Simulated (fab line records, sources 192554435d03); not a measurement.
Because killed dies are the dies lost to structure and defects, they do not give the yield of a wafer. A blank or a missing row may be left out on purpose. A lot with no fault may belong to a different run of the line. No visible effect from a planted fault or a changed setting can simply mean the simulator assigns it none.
Lot-split experiment :: flow n5_finfet :: route with 1938 steps; 7 lots, 21 wafers read

ABOUT THE SPLIT
At N5_BEOL_M3_COAT_05 (resist thk 30 nm), the setting spin_rpm was moved away from the recipe's 1500 rpm on 6 of the 21 wafers read, by -4.3% to +10.8%. For the rest of the wafers, this setting stayed at what the recipe calls for.

FROM THE SPLIT TO THE READING: what the file shows between them, 4 steps
- N5_BEOL_M3_EBR_07
- N5_BEOL_M3_SOFTBAKE_06: time 60 s
- N5_BEOL_M3_EXPOSE_08: exposes mask M3
- N5_BEOL_M3_PEB_09: peb time 60 s

THE READING
CAR-EUV_of_BEOL_M3_COAT_05.thk_nm (the simulator's own value, which no gauge read), in nm, at N5_BEOL_M3_DEVELOP_10 (develop time 30 s). The file gives no usual value for it. Here, 15 wafers ran the recipe; their average is 29.5 nm with a standard deviation of 0.1 nm.

wafer: L075.3
tool, chamber at the split: litho_track-05, 0
spin_rpm as run, rpm: 1500
against the recipe: recipe
CAR-EUV_of_BEOL_M3_COAT_05.thk_nm, nm: 29.4
against lot-mates on the recipe: -

wafer: L075.4
tool, chamber at the split: litho_track-05, 0
spin_rpm as run, rpm: 1500
against the recipe: recipe
CAR-EUV_of_BEOL_M3_COAT_05.thk_nm, nm: 29.4
against lot-mates on the recipe: -

wafer: L075.5
tool, chamber at the split: litho_track-05, 0
spin_rpm as run, rpm: 1500
against the recipe: recipe
CAR-EUV_of_BEOL_M3_COAT_05.thk_nm, nm: 29.4
against lot-mates on the recipe: -

wafer: L080.2
tool, chamber at the split: litho_track-02, 0
spin_rpm as run, rpm: 1500
against the recipe: recipe
CAR-EUV_of_BEOL_M3_COAT_05.thk_nm, nm: 29.6
against lot-mates on the recipe: -

wafer: L080.4
tool, chamber at the split: litho_track-02, 0
spin_rpm as run, rpm: 1500
against the recipe: recipe
CAR-EUV_of_BEOL_M3_COAT_05.thk_nm, nm: 29.6
against lot-mates on the recipe: -

wafer: L080.5
tool, chamber at the split: litho_track-02, 0
spin_rpm as run, rpm: 1500
against the recipe: recipe
CAR-EUV_of_BEOL_M3_COAT_05.thk_nm, nm: 29.6
against lot-mates on the recipe: -

wafer: L082.1
tool, chamber at the split: litho_track-05, 0
spin_rpm as run, rpm: 1436
against the recipe: -4.3%
CAR-EUV_of_BEOL_M3_COAT_05.thk_nm, nm: 30
against lot-mates on the recipe: +0.6

wafer: L082.3
tool, chamber at the split: litho_track-05, 0
spin_rpm as run, rpm: 1436
against the recipe: -4.3%
CAR-EUV_of_BEOL_M3_COAT_05.thk_nm, nm: 30.2
against lot-mates on the recipe: +0.8

wafer: L082.4
tool, chamber at the split: litho_track-05, 0
spin_rpm as run, rpm: 1500
against the recipe: recipe
CAR-EUV_of_BEOL_M3_COAT_05.thk_nm, nm: 29.4
against lot-mates on the recipe: -

wafer: L086.4
tool, chamber at the split: litho_track-05, 0
spin_rpm as run, rpm: 1662
against the recipe: +10.8%
CAR-EUV_of_BEOL_M3_COAT_05.thk_nm, nm: 28
against lot-mates on the recipe: -1.6

wafer: L086.5
tool, chamber at the split: litho_track-05, 0
spin_rpm as run, rpm: 1662
against the recipe: +10.8%
CAR-EUV_of_BEOL_M3_COAT_05.thk_nm, nm: 28
against lot-mates on the recipe: -1.6

wafer: L086.6
tool, chamber at the split: litho_track-05, 0
spin_rpm as run, rpm: 1500
against the recipe: recipe
CAR-EUV_of_BEOL_M3_COAT_05.thk_nm, nm: 29.6
against lot-mates on the recipe: -

wafer: L096.3
tool, chamber at the split: litho_track-05, 0
spin_rpm as run, rpm: 1646
against the recipe: +9.7%
CAR-EUV_of_BEOL_M3_COAT_05.thk_nm, nm: 28
against lot-mates on the recipe: -1.4

wafer: L096.4
tool, chamber at the split: litho_track-05, 0
spin_rpm as run, rpm: 1646
against the recipe: +9.7%
CAR-EUV_of_BEOL_M3_COAT_05.thk_nm, nm: 28.2
against lot-mates on the recipe: -1.2

wafer: L096.5
tool, chamber at the split: litho_track-05, 0
spin_rpm as run, rpm: 1500
against the recipe: recipe
CAR-EUV_of_BEOL_M3_COAT_05.thk_nm, nm: 29.4
against lot-mates on the recipe: -

wafer: L092.2
tool, chamber at the split: litho_track-02, 0
spin_rpm as run, rpm: 1500
against the recipe: recipe
CAR-EUV_of_BEOL_M3_COAT_05.thk_nm, nm: 29.4
against lot-mates on the recipe: -

wafer: L092.5
tool, chamber at the split: litho_track-02, 0
spin_rpm as run, rpm: 1500
against the recipe: recipe
CAR-EUV_of_BEOL_M3_COAT_05.thk_nm, nm: 29.4
against lot-mates on the recipe: -

wafer: L092.4
tool, chamber at the split: litho_track-02, 0
spin_rpm as run, rpm: 1500
against the recipe: recipe
CAR-EUV_of_BEOL_M3_COAT_05.thk_nm, nm: 29.6
against lot-mates on the recipe: -

wafer: L097.1
tool, chamber at the split: litho_track-05, 0
spin_rpm as run, rpm: 1500
against the recipe: recipe
CAR-EUV_of_BEOL_M3_COAT_05.thk_nm, nm: 29.6
against lot-mates on the recipe: -

wafer: L097.3
tool, chamber at the split: litho_track-05, 0
spin_rpm as run, rpm: 1500
against the recipe: recipe
CAR-EUV_of_BEOL_M3_COAT_05.thk_nm, nm: 29.6
against lot-mates on the recipe: -

wafer: L097.5
tool, chamber at the split: litho_track-05, 0
spin_rpm as run, rpm: 1500
against the recipe: recipe
CAR-EUV_of_BEOL_M3_COAT_05.thk_nm, nm: 29.6
against lot-mates on the recipe: -

THE FIT
A straight line over all 21 wafers: CAR-EUV_of_BEOL_M3_COAT_05.thk_nm changes by -0.141 nm for each +1% of spin_rpm; r = -0.99; the points scatter about the line by 0.1 nm.
The same after taking each lot's own level away (the mean of its wafers on the recipe; 21 wafers): -0.144 nm for each +1%; r = -0.99; scatter 0.073 nm.
According to that fit, moving spin_rpm by its largest amount changes the reading by 1.6 nm.
Across the lots, their own levels run from 29.40 to 29.60 nm, a range of 2.0 times the standard deviation given above.
Consequently the slope shifts little with the lot-to-lot level, the two slopes agreeing.
Check: with one of the wafers moved furthest among these (+10.8%) left out of the fit, the line predicts -1.53 nm for it against its lot-mates. It came out at -1.6 nm against them.

ADDITIONAL SPLITS CARRIED BY THESE WAFERS
Other splits were also applied to these wafers ahead of the reading. Each is held against what the fit with the lots' levels taken away leaves over:
other split on the same wafers: N5_BEOL_M0_SAQP_EXPOSE_37 dose_mj
wafers away from the commonest value: 8
r with CAR-EUV_of_BEOL_M3_COAT_05.thk_nm (lot level and that fit taken away): +0.32

other split on the same wafers: N5_BEOL_M1_COAT_73 spin_rpm
wafers away from the commonest value: 7
r with CAR-EUV_of_BEOL_M3_COAT_05.thk_nm (lot level and that fit taken away): -0.17

other split on the same wafers: N5_BEOL_M1_ETCH_64 source_w
wafers away from the commonest value: 6
r with CAR-EUV_of_BEOL_M3_COAT_05.thk_nm (lot level and that fit taken away): -0.03

other split on the same wafers: N5_BEOL_M3_COAT_73 spin_rpm
wafers away from the commonest value: 6
r with CAR-EUV_of_BEOL_M3_COAT_05.thk_nm (lot level and that fit taken away): -0.23

THE WHOLE CHAIN: every reading that the file lists as answering this split, in the file's order
step: N5_BEOL_M3_COAT_05
what it does: resist thk 30 nm
reading: CAR-EUV_of_BEOL_M3_COAT_05.thk_nm (the simulator's own value, which no gauge read)
change (the file's fit): -0.146 nm for each +1% of the setting
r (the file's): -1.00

step: N5_BEOL_M3_DEVELOP_10
what it does: develop time 30 s
reading: CAR-EUV_of_BEOL_M3_COAT_05.thk_nm (the simulator's own value, which no gauge read)
change (the file's fit): -0.143 nm for each +1% of the setting
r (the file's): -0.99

THE FILE'S OWN FIT
CAR-EUV_of_BEOL_M3_COAT_05.thk_nm changes by -0.143 nm for each +1% of spin_rpm, r = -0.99.
